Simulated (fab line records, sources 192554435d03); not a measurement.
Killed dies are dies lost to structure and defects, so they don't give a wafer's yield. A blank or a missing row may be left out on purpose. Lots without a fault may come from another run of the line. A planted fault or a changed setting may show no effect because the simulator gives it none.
fab line records | flow n5_finfet
record lots=7 wafers=21 last_day=17
route steps=1938 shown BEOL_M3@951 BEOL_M4@1111
lots that met no fault: from a run of the same line without faults
start_h: hours from the record's first day to the start of the lot's first wafer shown | wait_h: hours since the lot's step before | " the same as in the row above | L1.1+2: a row that stands for several wafers | - no value, or no start given | * or withheld: withheld | < > ~ a bound
route shown NAME@n: a module of which the file shows steps, and the number in the route of the first | usual: mean/standard deviation of fault-free wafers | same: alike in all rows | chamber/n: place in a boat | sites: the reading at each site | _std_site: their standard deviation | _edge_site: outer sites' mean less inner sites' | radius_mm: how far each site lies from the wafer's centre | mask NAME#n: copy n | behind: the tool/chamber that last shaped the wafer | hold: why the lot was held/for how many hours/how that ended | device: the transistor (n, p or np) that didn't switch | end of line: the same wafers' tests at the end of the route | a step without rows: its recipe alone | killed: dies lost to structure and defects at the first sort, not the wafer's yield | map: a wafer's dies, x killed, . not, _ none there
set.NAME: the setting as run; set.NAME@STEP: as run at that earlier step | model.NAME: the simulator's own value behind a step, which no gauge read
lots at some steps of the route; a table a step, a row a wafer
services: from which hour (start_h, from the record's first day; less than 0 if before it) a tool's chamber was out of use, for how many hours, and why
## steps
# step N5_BEOL_M3_STRIP_65
# recipe chemistry=N2/H2 temp_c=40 n2_flow_sccm=200 h2_flow_sccm=200 rf_frequency_hz=6e+07
# step N5_BEOL_M3_STRIP_75
# recipe chemistry=N2/H2 temp_c=40 n2_flow_sccm=200 h2_flow_sccm=200 rf_frequency_hz=6e+07
# step N5_BEOL_M3_STRIP_66
# recipe chemistry=CF4 resist=SiARC power_w=300 bias_power_w=75 pressure_mtorr=50 cf4_flow_sccm=150 rf_frequency_hz=6e+07
# usual cf4_flow_sccm=150.0/0.51 drypump_motor_current_A=5.9/0.43 oes_product_au=0.76/0.081 rf_vpp_V=271.7/1.4 showerhead_plenum_p_Torr=1.82/0.048 throttle_valve_pct=13.63/0.28
# columns lot.wafer tool chamber start_h wait_h cf4_flow_sccm drypump_motor_current_A oes_product_au rf_hours_counter_h rf_vpp_V showerhead_plenum_p_Torr throttle_valve_pct
L492.2 rie_diel-03 2 157.90 0.0 149.8 6.4 0.73 160 271.2 1.81 13.66
L492.4 " 3 " " 149.2 6.6 0.90 27 273.2 1.89 13.25
L492.6 " 1 " " 149.8 5.7 0.73 - 270.4 1.79 13.86
L496.2 rie_diel-01 3 180.65 0.0 149.7 6.4 0.68 243 269.9 1.77 13.77
L496.4 " 1 " " 150.0 5.7 0.68 248 268.6 1.75 13.53
L496.5 " 3 " " 149.4 6.3 0.68 - 270.8 1.77 13.76
L500.1 rie_diel-02 3 203.60 0.0 150.9 5.7 0.68 217 271.1 1.76 13.98
L500.3 " 2 " " 150.5 6.0 0.72 184 274.2 1.86 13.73
L500.6 " 3 " " 150.1 5.7 0.68 - 270.3 1.76 14.02
L499.4 rie_diel-03 2 203.65 0.0 149.9 6.4 0.71 173 270.9 1.80 13.70
L499.5 " 3 " " 149.9 6.6 0.89 - 273.4 1.88 13.30
L499.6 " 0 " " 149.8 6.1 0.75 - 272.3 1.86 13.54
L501.1 rie_diel-02 2 204.05 0.0 149.5 6.0 0.73 185 271.9 1.86 13.74
L501.4 " 2 " " 150.1 6.0 0.72 - 273.6 1.86 13.75
L501.6 " 3 " " 149.2 5.7 0.68 - 269.7 1.76 14.02
L511.2 rie_diel-01 3 280.09 0.0 149.5 6.3 1.01 0 271.1 1.77 13.19
L511.3 " 2 " " 150.1 5.4 0.81 102 270.9 1.80 13.72
L511.5 " 1 " " 149.8 5.7 0.89 - 270.4 1.74 13.03
L514.1 rie_diel-03 1 282.51 0.0 150.1 5.7 0.71 199 269.6 1.78 13.94
L514.3 " 0 " " 150.6 6.1 0.73 190 272.5 1.85 13.57
L514.4 " 2 " " 150.1 6.4 0.71 194 272.6 1.80 13.73
# step N5_BEOL_M3_HM_OPEN_17
# recipe chemistry=Cl2/BCl3 target_depth_a=200 overetch_a=60 target=TiN mask_material=SOC ion_energy_ev=150 pressure_mtorr=10 icp_w=1000 bias_w=126 Cl2_flow_sccm=53.25 bcl3_flow_sccm=21.75 Ar_flow_sccm=25
# usual bias_w=126.0/0.37 drypump_motor_current_A=5.9/0.43 mfc_ar_sccm=25.01/0.086 oes_product_au=0.70/0.07 throttle_valve_pct=21.95/0.16
# columns lot.wafer tool chamber start_h wait_h bias_w drypump_motor_current_A mfc_ar_sccm oes_product_au rf_hours_counter_h throttle_valve_pct
L492.2 rie_metal-02 1 157.94 0.0 125.3 5.8 25.06 0.73 11 21.99
L492.4 " 0 " " 125.8 6.6 24.98 0.72 - 21.82
L492.6 " 1 " " 125.9 5.8 24.99 0.73 - 21.98
L496.2 rie_metal-02 0 180.69 0.0 126.0 6.6 25.04 0.71 23 21.80
L496.4 " 0 " " 126.2 6.6 25.01 0.72 - 21.78
L496.5 " 1 " " 125.5 5.8 24.98 0.73 - 21.95
L500.1 rie_metal-03 0 203.64 0.0 126.4 5.3 25.06 0.74 19 21.84
L500.3 " 1 " " 125.9 5.6 25.00 0.55 - 22.38
L500.6 " 0 " " 126.7 5.4 25.07 0.74 - 21.85
L499.4 rie_metal-01 0 203.73 0.1 125.6 5.9 25.09 0.64 - 21.93
L499.5 " 1 " " 126.6 5.5 25.00 0.80 - 21.90
L499.6 " 0 " " 126.2 5.9 25.11 0.64 - 21.96
L501.1 rie_metal-01 1 204.10 0.0 125.6 5.5 24.92 0.79 2 21.92
L501.4 " 1 " " 126.5 5.6 24.89 0.78 - 21.91
L501.6 " 1 " " 125.8 5.6 24.81 0.79 - 21.92
L511.2 rie_metal-01 1 280.16 0.1 126.6 5.6 24.95 0.74 - 21.93
L511.3 " 1 " " 126.1 5.6 24.90 0.74 - 21.94
L511.5 " 1 " " 126.0 5.6 24.92 0.73 - 21.94
L514.1 rie_metal-02 1 282.55 0.0 126.1 5.8 25.06 0.70 24 22.01
L514.3 " 0 " " 126.8 6.6 24.87 0.69 - 21.81
L514.4 " 1 " " 126.4 5.8 25.00 0.69 - 21.98
# step N5_BEOL_M3_STRIP_19
# recipe chemistry=O2 power_w=400 temp_c=40 pressure_mtorr=30 rf_frequency_hz=6e+07 bias_power_w=0 overash_fraction=0.2 o2_flow_sccm=225
# usual drypump_motor_current_A=5.8/0.4 oes_product_au=0.76/0.086 rf_vpp_V=3.7/0.52 showerhead_plenum_p_Torr=2.13/0.063 throttle_valve_pct=16.82/0.26
# columns lot.wafer tool chamber start_h wait_h drypump_motor_current_A oes_product_au rf_hours_counter_h rf_vpp_V showerhead_plenum_p_Torr throttle_valve_pct
L492.2 rie_diel-01 2 158.06 0.1 5.4 0.86 56 4.6 2.13 16.80
L492.4 " 1 " " 5.6 0.66 241 4.1 2.09 16.76
L492.6 " 2 " " 5.4 0.86 - 3.1 2.13 16.81
L496.2 rie_diel-02 2 180.80 0.1 6.0 0.76 177 2.7 2.18 16.82
L496.4 " 1 " " 5.7 0.72 191 4.0 2.02 17.09
L496.5 " 3 " " 5.7 0.69 - 4.1 2.09 17.22
L500.1 rie_diel-01 0 203.79 0.1 5.1 0.73 183 3.3 2.20 16.79
L500.3 " 2 " " 5.4 0.85 73 4.2 2.12 16.83
L500.6 " 3 " " 6.3 0.67 - 3.6 2.04 16.71
L499.4 rie_diel-01 2 203.85 0.1 5.4 0.85 - 3.4 2.12 16.85
L499.5 " 3 " " 6.3 0.67 - 4.3 2.04 16.70
L499.6 " 0 " " 5.1 0.73 - 3.9 2.20 16.79
L501.1 rie_diel-02 1 204.21 0.1 5.7 0.72 198 2.6 2.02 17.08
L501.4 " 2 " " 6.0 0.74 - 5.0 2.18 16.83
L501.6 " 1 " " 5.7 0.70 - 3.1 2.02 17.09
L511.2 rie_diel-01 0 280.33 0.1 5.1 0.70 213 3.5 2.19 16.85
L511.3 " 1 " " 5.6 0.88 26 3.9 2.08 16.38
L511.5 " 3 " " 6.4 1.02 - 3.5 2.03 16.15
L514.1 rie_diel-01 3 282.67 0.1 6.4 1.01 1 3.7 2.03 16.15
L514.3 " 2 " " 5.4 0.81 104 3.6 2.11 16.90
L514.4 " 1 " " 5.6 0.89 28 4.0 2.08 16.39
# step N5_BEOL_M3_CD_MEAS_18
# recipe pitch_nm=36 target_cd_nm=18
# usual cd_nm=17.9/0.36
# columns lot.wafer tool chamber start_h wait_h cd_nm
L492.2 cd_sem-01 - 158.13 0.1 18.0
L492.4 " - " " 18.2
L492.6 " - " " 17.6
L496.2 cd_sem-01 - 180.87 0.1 17.9
L496.4 " - " " 18.0
L496.5 " - " " 18.0
L500.1 cd_sem-01 - 203.86 0.0 17.9
L500.3 " - " " 17.2
L500.6 " - " " 17.8
L499.4 cd_sem-02 - 203.90 0.0 17.6
L499.5 " - " " 18.2
L499.6 " - " " 18.2
L501.1 cd_sem-01 - 204.28 0.0 17.8
L501.4 " - " " 17.9
L501.6 " - " " 17.9
L511.2 cd_sem-02 - 280.40 0.1 18.2
L511.3 " - " " 18.5
L511.5 " - " " 18.4
L514.1 cd_sem-02 - 282.74 0.0 17.8
L514.3 " - " " 18.2
L514.4 " - " " 17.4
# step N5_BEOL_M3_COAT_67
# recipe resist=SOC temp_c=250 time_s=60 spin_rpm=1500 resist_thk_nm=60
# step N5_BEOL_M3_COAT_68
# recipe resist=SiARC temp_c=220 time_s=60 spin_rpm=1500 resist_thk_nm=12
# step N5_BEOL_M3_COAT_76
# recipe resist=underlayer temp_c=205 time_s=60 spin_rpm=1500 resist_thk_nm=5
# step N5_BEOL_M3_COAT_22
# recipe resist=CAR-EUV spin_rpm=1500 resist_thk_nm=30
# step N5_BEOL_M3_EBR_24
# recipe solvent=PGMEA ebr_width_mm=1.5
# step N5_BEOL_M3_SOFTBAKE_23
# recipe temp_c=110 time_s=60 resist=CAR-EUV
# step N5_BEOL_M3_EXPOSE_25
# recipe mask_id=V2 na=0.33 source_shape=quasar sigma_inner=0.2 sigma_outer=0.8 polarization=unpolarized defocus_nm=5 dose_mj=63
# usual exposure_dose_mJ_cm2=62.87/0.11
# columns lot.wafer tool chamber start_h wait_h mask exposure_dose_mJ_cm2
L492.2 euv_scanner-02 0 158.43 - V2#0 62.75
L492.4 " 0 " " V2#0 62.84
L492.6 " 0 " " V2#0 62.79
L496.2 euv_scanner-01 0 181.18 - V2#0 62.92
L496.4 " 0 " " V2#0 62.97
L496.5 " 0 " " V2#0 62.99
L500.1 euv_scanner-02 0 204.15 - V2#0 66.92
L500.3 " 0 " " V2#0 67.00
L500.6 " 0 " " V2#0 67.00
L499.4 euv_scanner-02 0 204.24 - V2#0 66.93
L499.5 " 0 " " V2#0 66.95
L499.6 " 0 " " V2#0 66.93
L501.1 euv_scanner-02 0 204.45 - V2#0 65.54
L501.4 " 0 " " V2#0 65.51
L501.6 " 0 " " V2#0 65.45
L511.2 euv_scanner-01 0 280.71 - V2#0 62.97
L511.3 " 0 " " V2#0 62.96
L511.5 " 0 " " V2#0 62.94
L514.1 euv_scanner-01 0 282.91 - V2#0 63.00
L514.3 " 0 " " V2#0 62.88
L514.4 " 0 " " V2#0 62.99
# step N5_BEOL_M3_PEB_26
# recipe peb_temp_c=100 peb_time_s=60 resist=CAR-EUV
# step N5_BEOL_M3_DEVELOP_27
# recipe develop_time_s=30 developer=TMAH resist=CAR-EUV rinse_liquid=surfactant_rinse dry=air_spin dev_temp_c=23
# step N5_BEOL_M3_CD_MEAS_28
# recipe target_cd_nm=25.7 landing_energy_ev=500 detector=se_inlens target_cd_y_nm=23.3 polarity=opening
# usual cd_nm=25.74/0.24
# columns lot.wafer tool chamber start_h wait_h cd_nm
L492.2 cd_sem-02 0 158.57 - 25.62
L492.4 " 0 " " 25.75
L492.6 " 0 " " 25.53
L496.2 cd_sem-01 0 181.31 - 25.48
L496.4 " 0 " " 25.50
L496.5 " 0 " " 25.33
L500.1 cd_sem-02 0 204.30 - 27.10
L500.3 " 0 " " 27.00
L500.6 " 0 " " 27.15
L499.4 cd_sem-03 0 204.36 - 26.87
L499.5 " 0 " " 26.36
L499.6 " 0 " " 26.85
L501.1 cd_sem-02 0 204.60 - 26.99
L501.4 " 0 " " 27.01
L501.6 " 0 " " 26.65
L511.2 cd_sem-03 0 280.85 - 25.48
L511.3 " 0 " " 25.66
L511.5 " 0 " " 25.44
L514.1 cd_sem-03 0 283.06 - 26.03
L514.3 " 0 " " 26.05
L514.4 " 0 " " 26.27
# step N5_BEOL_M3_OVL_MEAS_29
# recipe points_per_wafer=522
# usual V2_OVL=-0.1/0.74
# columns lot.wafer tool chamber start_h wait_h V2_OVL[nm]
L492.2 overlay-01 0 158.61 0.0 1.3
L492.4 " 0 " " 0.0
L492.6 " 0 " " 1.2
L496.2 overlay-02 0 181.35 0.0 0.4
L496.4 " 0 " " -0.3
L496.5 " 0 " " -1.1
L500.1 overlay-01 0 204.33 0.0 1.2
L500.3 " 0 " " 1.9
L500.6 " 0 " " 0.3
L499.4 overlay-02 0 204.41 0.0 0.5
L499.5 " 0 " " 0.9
L499.6 " 0 " " -0.3
L501.1 overlay-01 0 204.63 0.0 0.9
L501.4 " 0 " " 1.1
L501.6 " 0 " " 0.1
L511.2 overlay-01 0 280.88 0.0 -2.0
L511.3 " 0 " " -0.6
L511.5 " 0 " " -0.9
L514.1 overlay-02 0 283.09 0.0 -1.1
L514.3 " 0 " " 0.1
L514.4 " 0 " " -1.0
# step N5_BEOL_M4_RC_MEAS_101
# usual DIBL_N=36.8/2.2 DIBL_P=37.0/2.8 IOFF_N=0.18/0.043 IOFF_P=0.23/0.05 ION_N=680/14 ION_P=466/9.1 SS_N=71.7/0.74 SS_P=73.5/0.79 VT_N=248/4 VT_P=-249/4.1
# columns lot.wafer tool chamber start_h wait_h DIBL_N[mV/V] DIBL_P[mV/V] IOFF_N[nA/um] IOFF_P[nA/um] ION_N[uA/um] ION_P[uA/um] SS_N[mV/dec] SS_P[mV/dec] VT_N[mV] VT_P[mV]
L492.2 prober-02 0 177.73 0.2 40.2 40.4 0.23 0.26 689 467 72.2 74.0 244 -250
L492.4 " 0 " " 39.7 40.0 0.22 0.25 684 464 72.6 74.9 245 -251
L492.6 " 0 " " 36.5 35.5 0.14 0.19 670 459 70.8 73.4 248 -252
L496.2 prober-01 0 203.74 0.2 37.0 38.2 0.16 0.20 687 463 72.2 73.1 250 -253
L496.4 " 0 " " 32.5 33.8 0.10 0.15 658 453 71.3 71.4 258 -255
L496.5 " 0 " " 39.7 42.1 0.23 0.26 692 468 73.0 74.4 246 -250
L499.4 prober-02 0 224.91 0.5 36.1 39.6 0.17 0.24 676 466 71.0 73.6 247 -250
L499.5 " 0 " " 32.4 34.2 0.11 0.16 667 463 70.9 72.0 252 -252
L499.6 " 0 " " 37.6 40.8 0.19 0.26 672 464 72.2 74.1 247 -249
L501.1 prober-02 0 230.57 0.0 36.6 35.4 0.15 0.21 671 466 71.1 73.5 251 -246
L501.4 " 0 " " 39.8 39.9 0.21 0.29 688 476 71.2 74.4 246 -243
L501.6 " 0 " " 41.2 41.4 0.26 0.35 704 484 72.7 74.9 241 -240
L500.1 prober-01 0 230.83 0.0 37.5 37.8 0.20 0.26 682 465 71.9 74.0 247 -246
L500.3 " 0 " " 33.7 33.3 0.12 0.18 662 459 70.4 72.1 252 -252
L500.6 " 0 " " 36.7 36.0 0.17 0.23 667 462 72.1 73.5 248 -247
L511.2 prober-02 0 293.56 0.2 36.3 37.1 0.16 0.23 664 464 71.9 73.4 248 -248
L511.3 " 0 " " 35.5 35.8 0.15 0.21 670 463 71.8 73.2 251 -247
L511.5 " 0 " " 36.7 38.0 0.18 0.26 690 477 71.7 74.0 244 -246
L514.1 prober-02 0 298.90 0.0 37.5 38.4 0.21 0.27 689 477 72.1 73.1 244 -242
L514.3 " 0 " " 35.7 37.0 0.18 0.24 687 477 71.6 73.1 244 -246
L514.4 " 0 " " 34.9 34.6 0.16 0.20 671 465 71.3 73.1 247 -249
## services
# columns tool chamber start_h hours kind
rie_diel-01 0 140.58 7.1 repair
rie_diel-01 - 143.86 3.3 repair
rie_diel-03 1 147.36 3.3 repair
rie_metal-02 - 156.51 1.4 pm
rie_diel-03 - 160.73 0.5 repair
euv_scanner-02 - 176.76 1.0 pm
rie_diel-01 1 187.49 - clean
rie_diel-01 1 187.49 - consumable_replace:focus_ring
rie_diel-01 1 187.49 23.4 scheduled_down
rie_diel-01 1 187.49 23.4 vent_cycle
euv_scanner-01 - 188.86 1.0 pm
rie_diel-03 - 198.08 1.1 repair
rie_diel-03 - 199.54 2.6 repair
euv_scanner-01 - 200.38 4.6 pm
rie_diel-01 3 213.02 48.6 repair
rie_diel-03 0 216.61 2.9 repair
euv_scanner-02 - 227.74 1.8 repair
rie_metal-03 - 228.42 2.8 pm
euv_scanner-02 - 232.91 1.0 pm
euv_scanner-01 - 245.01 1.0 pm
rie_metal-03 - 264.48 1.2 repair
euv_scanner-02 - 269.28 4.6 pm
rie_metal-03 0 269.77 1.1 repair
rie_metal-01 0 279.32 6.2 repair
## key
first_sign step=N5_BEOL_M3_EXPOSE_25 reading=exposure_dose_mJ_cm2 direction=up sigmas=33 usual=62.87 struck=66.47
effect step=N5_BEOL_M3_CD_MEAS_28 reading=cd_nm direction=up sigmas=4.7 usual=25.74 struck=26.89 through=control_loop
met_at N5_BEOL_M3_EXPOSE_25
struck_wafers L499.4,L499.5,L499.6,L500.1,L500.3,L500.6,L501.1,L501.4,L501.6
rows_end L500.1,L500.3,L500.6,L501.1,L501.4,L501.6
loop_trim step=N5_BEOL_M3_EXPOSE_25 setting=dose lots=L501
fault kind=process_parameter_drift tool=euv_scanner-02 chamber=- onset_h=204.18 steps=N5_BEOL_M3_EXPOSE_25 channel=dose_mj offset=4.202 shape=step acts_in=these_recipes_only stated=63
# rows_end: these wafers met a further fault down the route, and their rows from its step on are left out
# loop_trim: a control loop set the setting to another value than it would have without faults
